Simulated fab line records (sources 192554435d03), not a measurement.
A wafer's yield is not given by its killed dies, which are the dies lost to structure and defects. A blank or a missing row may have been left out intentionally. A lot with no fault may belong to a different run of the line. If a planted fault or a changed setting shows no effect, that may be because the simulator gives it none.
fab line records	flow n5_finfet
[record] lots = 7	wafers = 21
route steps=1938 shown TV_OPEN@1890
start_h: start of the lot's first displayed wafer, in hours after the record's first day	wait_h: hours elapsed since this lot's preceding step	" as in the row above	L1.1+2: one row covering several wafers at once	- no value, or no start was given	* or withheld: withheld	< > ~ a bound
route shown NAME@n: names a module that has steps shown in the file, with the first one's number in the route	usual: mean/standard deviation of fault-free wafers	same: alike in all rows	chamber/n: place in a boat	sites: each site's reading	_std_site: the standard deviation of these	_edge_site: outer sites' mean less inner sites'	radius_mm: for every site, how far away it sits from the centre of the wafer	mask NAME#n: copy n	behind: tool/chamber where the wafer was last shaped	hold: cause of the lot's hold/its duration in hours/its outcome	device: the transistor (n, p or np) that didn't switch	end of line: the same wafers' tests at the end of the route	a step with no rows: only its recipe	killed: the dies lost at the first sort to structure and to defects; this is not the yield of the wafer	map: a wafer's dies, x killed, . not, _ none there
set.NAME: setting as actually run; set.NAME@STEP: the setting as run at that earlier step	model.NAME: the simulator's own value behind a step, which no gauge read
lots where settings were altered on purpose, with a table for each step and a row for each wafer
[[steps]]
[step N5_PASSIVATION_ETCH_15]
[recipe] chemistry = CF4/N2	target = SiCN	target_depth_a = 750	taper_deg = 2	time_s = 81.2	ion_energy_ev = 150	mask_material = SiNx	pressure_mtorr = 40	source_w = 430	bias_w = 70	Ar_flow_sccm = 100	cf4_flow_sccm = 60	n2_flow_sccm = 60
[usual] rf_vpp_V = 382.8/2.1
lot.wafer	tool	chamber	start_h	wait_h	set.bias_w	rf_vpp_V
L077.3	rie_diel-04	1	-	-	70	381.9
L077.4	"	0	"	"	62.09	355.5
L077.5	"	3	"	"	62.09	351.3
L079.3	rie_diel-04	2	-	-	70	381.8
L079.5	"	2	"	"	70	383.0
L079.6	"	1	"	"	70	380.5
L082.4	rie_diel-01	0	-	-	70	384.5
L082.5	"	3	"	"	70	381.7
L082.6	"	1	"	"	70	385.6
L091.3	rie_diel-03	1	-	-	70	383.0
L091.4	"	0	"	"	70	384.9
L091.5	"	1	"	"	70	383.3
L093.1	rie_diel-04	0	-	-	70	382.4
L093.2	"	1	"	"	70	379.7
L093.4	"	3	"	"	70	386.0
L095.2	rie_diel-04	0	-	-	79.81	416.8
L095.5	"	3	"	"	70	387.3
L095.6	"	0	"	"	79.81	415.8
L094.2	rie_diel-01	2	-	-	70	380.7
L094.4	"	0	"	"	65	366.6
L094.6	"	3	"	"	70	382.0
[[key]]
[split] step = N5_PASSIVATION_ETCH_15	setting = bias_w	stated = 70	by = wafer
[response] step = N5_PASSIVATION_ETCH_15	reading = rf_vpp_V	change = +2.22	per = 1%	r = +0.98
